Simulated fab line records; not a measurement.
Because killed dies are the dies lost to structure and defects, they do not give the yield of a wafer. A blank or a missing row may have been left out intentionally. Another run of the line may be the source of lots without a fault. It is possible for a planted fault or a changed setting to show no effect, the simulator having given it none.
The tool behind it: which one? / flow n5Finfet / Sampling: 9 lots, 27 wafers, 4 of 1938 route steps

== WHAT THE GAUGES READ, wafer by wafer ==
N5_BEOL_M12_THK_MEAS_01.
lot=L535; measured=day 10 09:46; on=filmMetro-01; M12_ILD_THK (nm)=633 641 663
lot=L536; measured=day 10 11:01; on=filmMetro-02; M12_ILD_THK (nm)=650 659 663
lot=L537; measured=day 10 14:52; on=filmMetro-01; M12_ILD_THK (nm)=644 656 660
lot=L544; measured=day 13 06:25; on=filmMetro-01; M12_ILD_THK (nm)=652 663 666
lot=L546; measured=day 13 16:14; on=filmMetro-01; M12_ILD_THK (nm)=650 654 667
lot=L545; measured=day 13 17:32; on=filmMetro-01; M12_ILD_THK (nm)=666 670 678
lot=L550; measured=day 14 03:24; on=filmMetro-01; M12_ILD_THK (nm)=642 666 654
lot=L551; measured=day 14 07:47; on=filmMetro-02; M12_ILD_THK (nm)=639 701 665
lot=L557; measured=day 16 07:43; on=filmMetro-01; M12_ILD_THK (nm)=664 651 666

== WHICH TOOL RAN EACH LOT (tool, then ch and the chambers of the sampled wafers, then the start) ==
lot=L535; N5_BEOL_M11_VIA_ETCH_34=rieDiel-02 ch 0,2,3, day 10 06:06; N5_BEOL_M11_ALD_74=aldMetal-03 ch 0,2,3, day 10 07:58; N5_BEOL_M12_ILD_DEP_00=pecvd-03 ch 0,1,2, day 10 09:37
lot=L536; N5_BEOL_M11_VIA_ETCH_34=rieDiel-02 ch 1,2, day 10 07:56; N5_BEOL_M11_ALD_74=aldMetal-03 ch 0,1, day 10 08:54; N5_BEOL_M12_ILD_DEP_00=pecvd-02 ch 1,2, day 10 10:53
lot=L537; N5_BEOL_M11_VIA_ETCH_34=rieDiel-02 ch 0,1,2, day 10 11:53; N5_BEOL_M11_ALD_74=aldMetal-04 ch 0,2,3, day 10 12:58; N5_BEOL_M12_ILD_DEP_00=pecvd-03 ch 0,1,2, day 10 14:44
lot=L544; N5_BEOL_M11_VIA_ETCH_34=rieDiel-05 ch 1,2,3, day 13 02:07; N5_BEOL_M11_ALD_74=aldMetal-03 ch 1,2, day 13 04:24; N5_BEOL_M12_ILD_DEP_00=pecvd-02 ch 1,2, day 13 06:17
lot=L546; N5_BEOL_M11_VIA_ETCH_34=rieDiel-05 ch 0,1,2, day 13 13:13; N5_BEOL_M11_ALD_74=aldMetal-02 ch 1,3, day 13 14:09; N5_BEOL_M12_ILD_DEP_00=pecvd-03 ch 0,2, day 13 16:06
lot=L545; N5_BEOL_M11_VIA_ETCH_34=rieDiel-06 ch 1,2, day 13 13:17; N5_BEOL_M11_ALD_74=aldMetal-03 ch 0,2,3, day 13 14:32; N5_BEOL_M12_ILD_DEP_00=pecvd-02 ch 0,1, day 13 17:24
lot=L550; N5_BEOL_M11_VIA_ETCH_34=rieDiel-05 ch 1,2, day 13 23:02; N5_BEOL_M11_ALD_74=aldMetal-02 ch 2,3, day 14 00:19; N5_BEOL_M12_ILD_DEP_00=pecvd-03 ch 0,1,2, day 14 03:16
lot=L551; N5_BEOL_M11_VIA_ETCH_34=rieDiel-02 ch 1,2, day 14 04:50; N5_BEOL_M11_ALD_74=aldMetal-02 ch 2,3, day 14 05:53; N5_BEOL_M12_ILD_DEP_00=pecvd-03 ch 0,1, day 14 07:39
lot=L557; N5_BEOL_M11_VIA_ETCH_34=rieDiel-05 ch 0,1,3, day 16 04:38; N5_BEOL_M11_ALD_74=aldMetal-02 ch 0,1,3, day 16 05:53; N5_BEOL_M12_ILD_DEP_00=pecvd-02 ch 0,1,2, day 16 07:35
- N5_BEOL_M11_VIA_ETCH_34: etches SiCOH lowk in C4F6/O2, target depth 184.5 nm, time 69.2 s.
- N5_BEOL_M11_ALD_74: deposits TaN, target thk 2 nm, pulse time 2 s, purge time 3 s.
- N5_BEOL_M12_ILD_DEP_00: deposits SiOC from DEMS/O2, target thk 658.92 nm, time 130.7 s.

== THE ANSWER, worked out from the rows above alone ==
Rule: what is usual is taken from the lots themselves. Put in order of their means at a reading, lots are off if they are a third of the lots or fewer, leave a main group of 4 or more, and stand apart from it by a gap of 3 or more times the standard deviation of the main group's means; of several such gaps the widest counts. A main group whose means are all the same, to the digits that the tables above print for the reading, isn't used. A lot without any number at a reading at which 4 lots or more have one is off too. Any other lot the step has rows for is counted as sound.
Across all readings shown, no lot is off: no conclusion can be drawn from this.

== WHAT THE SIMULATOR PUT IN ==
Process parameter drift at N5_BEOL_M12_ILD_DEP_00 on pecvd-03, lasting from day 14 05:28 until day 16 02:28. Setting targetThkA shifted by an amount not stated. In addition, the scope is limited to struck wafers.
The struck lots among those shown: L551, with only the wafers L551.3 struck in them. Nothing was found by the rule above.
